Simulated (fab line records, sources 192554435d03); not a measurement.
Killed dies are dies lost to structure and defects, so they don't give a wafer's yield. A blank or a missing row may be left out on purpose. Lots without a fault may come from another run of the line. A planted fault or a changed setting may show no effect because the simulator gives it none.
Chamber matching | flow n5_finfet | N5_BEOL_M15_ILD_DEP_00 on pecvd-02: 3 sister chambers
The step deposits SiO2 from TEOS/O2, target thk 1629.3 nm, time 346.1 s. 3 wafers are shown with their chamber, then 8 later ones without.

WAFERS WITH THEIR CHAMBER
wafer  | chamber | showerhead_vpp_V (V)
L084.2 | 1       | 2081
L084.6 | 2       | 1687
L090.1 | 0       | 2024

WAFERS WITHOUT THEIR CHAMBER
wafer  | showerhead_vpp_V (V)
L090.2 | 2084
L090.6 | 2116
L094.1 | 1658
L094.2 | 2070
L094.4 | 2089
L097.2 | 2130
L097.3 | 1972
L097.6 | 1996

WHICH CHAMBER EACH WENT THROUGH
wafer  | from the rows above     | in truth
L090.2 | can't be placed: 1 or 0 | 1
L090.6 | can't be placed: 1 or 0 | 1
L094.1 | 2                       | 2
L094.2 | can't be placed: 1 or 0 | 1
L094.4 | can't be placed: 1 or 0 | 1
L097.2 | can't be placed: 1 or 0 | 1
L097.3 | can't be placed: 0 or 1 | 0
L097.6 | can't be placed: 0 or 1 | 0
Placed correctly: 1 of 8. Can't be placed from these rows: 7 (the true chamber is among the candidates in 7). Placed wrongly: 0.
How it was worked out, from the rows above alone: a wafer's distance from a chamber is the root of the sum, over the readings, of the square of ((its reading less the chamber's mean) divided by the reading's scatter). The wafer belongs to the nearest chamber; if the next one is less than 2 further off, it can't be placed. A chamber's mean is the mean of its shown wafers. The scatter: with one shown wafer a chamber, the root of the mean of the squares of how far each hidden wafer lies from its nearest shown one.
